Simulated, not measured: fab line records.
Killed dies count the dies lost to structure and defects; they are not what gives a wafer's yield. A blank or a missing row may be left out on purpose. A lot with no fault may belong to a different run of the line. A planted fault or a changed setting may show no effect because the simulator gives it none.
Which of the tools did it? | flow n5_finfet | 14 lots, 41 wafers sampled, at 3 steps of a route of 1938

== WHAT THE GAUGES SHOWED, per wafer ==
N5_BEOL_M10_INSPECT_58: inspects for defects (darkfield).
lot  | measured     | on                | raw_defect_count
L716 | day 11 09:14 | defect_inspect-02 | 96 121 83
L719 | day 11 20:28 | defect_inspect-02 | 91 80 72
L717 | day 12 05:16 | defect_inspect-02 | 78 106 63
L720 | day 13 01:17 | defect_inspect-02 | 67 96 60
L722 | day 13 07:26 | defect_inspect-02 | 87 57 67
L721 | day 13 14:44 | defect_inspect-01 | 109 108 65
L724 | day 13 19:03 | defect_inspect-01 | 58 68 73
L723 | day 14 18:34 | defect_inspect-01 | 54 53 85
L728 | day 14 20:53 | defect_inspect-02 | 137 94
L727 | day 14 23:55 | defect_inspect-01 | 131 92 113
L731 | day 16 00:45 | defect_inspect-02 | 95 99 109
L734 | day 16 05:54 | defect_inspect-02 | 111 84 178
L735 | day 16 10:21 | defect_inspect-02 | 98 49 68
L736 | day 17 07:14 | defect_inspect-01 | 74 82 74

N5_BEOL_M11_CD_MEAS_28: the cd target is 70 nm.
lot  | measured     | on        | cd_nm (nm)
L716 | day 11 17:32 | cd_sem-03 | 69.3 69.9 70.1
L719 | day 12 01:20 | cd_sem-01 | 68.9 69.3 68.0
L717 | day 12 09:41 | cd_sem-01 | 71.2 70.2 71.5
L720 | day 13 07:35 | cd_sem-03 | 70.7 71.9 71.6
L722 | day 13 11:33 | cd_sem-02 | 69.3 70.4 69.6
L721 | day 13 18:55 | cd_sem-02 | 71.6 71.8 71.4
L724 | day 14 00:38 | cd_sem-03 | 69.5 69.1 69.2
L723 | day 14 21:58 | cd_sem-02 | 70.7 71.6 70.9
L728 | day 15 02:07 | cd_sem-01 | - -
L727 | day 15 06:46 | cd_sem-01 | - - -
L731 | day 16 05:11 | cd_sem-03 | 69.0 68.6 69.0
L734 | day 16 12:28 | cd_sem-02 | 69.8 68.9 70.3
L735 | day 16 16:16 | cd_sem-03 | 70.2 69.2 70.1
L736 | day 17 11:05 | cd_sem-01 | 69.4 68.8 69.4

== WHICH TOOL RAN EACH LOT (tool, then ch and the chambers of the sampled wafers, then the start) ==
lot  | N5_BEOL_M11_EXPOSE_25
L716 | arfi_scanner-01 ch 0, day 11 17:24
L719 | arfi_scanner-01 ch 0, day 12 01:13
L717 | arfi_scanner-02 ch 0, day 12 09:34
L720 | arfi_scanner-02 ch 0, day 13 07:27
L722 | arfi_scanner-01 ch 0, day 13 11:25
L721 | arfi_scanner-03 ch 0, day 13 18:46
L724 | arfi_scanner-03 ch 0, day 14 00:31
L723 | arfi_scanner-02 ch 0, day 14 21:50
L728 | arfi_scanner-01, day 15 01:59
L727 | arfi_scanner-01, day 15 06:38
L731 | arfi_scanner-03 ch 0, day 16 05:04
L734 | arfi_scanner-01 ch 0, day 16 12:19
L735 | arfi_scanner-01 ch 0, day 16 16:08
L736 | arfi_scanner-03 ch 0, day 17 10:58
- N5_BEOL_M11_EXPOSE_25: exposes mask V10.

== AS READ BY THE TOOLS THEMSELVES (means over the sampled wafers that have a number; for cases with no such wafer, the mark the record gives instead) ==
N5_BEOL_M11_EXPOSE_25.
lot  | tool            | exposure_dose_mJ_cm2 | focus_offset_nm (nm)
L716 | arfi_scanner-01 | 85.49                | 0.0
L719 | arfi_scanner-01 | 85.50                | -0.1
L717 | arfi_scanner-02 | 85.51                | 0.2
L720 | arfi_scanner-02 | 85.41                | -0.1
L722 | arfi_scanner-01 | 85.43                | 0.2
L721 | arfi_scanner-03 | 85.51                | 0.1
L724 | arfi_scanner-03 | 85.43                | 0.1
L723 | arfi_scanner-02 | 85.46                | 0.4
L728 | arfi_scanner-01 | -                    | -
L727 | arfi_scanner-01 | -                    | -
L731 | arfi_scanner-03 | 85.49                | 0.2
L734 | arfi_scanner-01 | 85.43                | 0.0
L735 | arfi_scanner-01 | 85.59                | -0.1
L736 | arfi_scanner-03 | 85.41                | 0.2

== THE ANSWER, worked out from the rows above alone ==
Rule: what is usual is taken from the lots themselves. Put in order of their means at a reading, lots are off if they are a third of the lots or fewer, leave a main group of 4 or more, and stand apart from it by a gap of 3 or more times the standard deviation of the main group's means; of several such gaps the widest counts. A main group whose means are all the same, to the digits that the tables above print for the reading, isn't used. A lot without any number at a reading at which 4 lots or more have one is off too. Where the step has rows for the other lots, those lots are counted as sound. The gauges are gone through in route order, then the tools' own readings, and for those a lot's mean is taken as printed above. The first step at which some lot is off is used, and at that step the reading that is off furthest; a lot without a number counts as furthest.
Off at N5_BEOL_M11_CD_MEAS_28 (cd_nm): L728, L727. Without a number there: L728, L727. Mean 70.0 nm and standard deviation 0.95 in the main group.
A tool fits if, at a process step before that reading, it ran every lot that is off, and no sound lot after the first of them. Not tried: the gauges at N5_BEOL_M11_CD_MEAS_28; whatever is off there is also off at N5_BEOL_M11_EXPOSE_25, on other tools, and gauge error can't account for it. Not one of the candidates tried fits.

== WHAT THE SIMULATOR HAD INSERTED ==
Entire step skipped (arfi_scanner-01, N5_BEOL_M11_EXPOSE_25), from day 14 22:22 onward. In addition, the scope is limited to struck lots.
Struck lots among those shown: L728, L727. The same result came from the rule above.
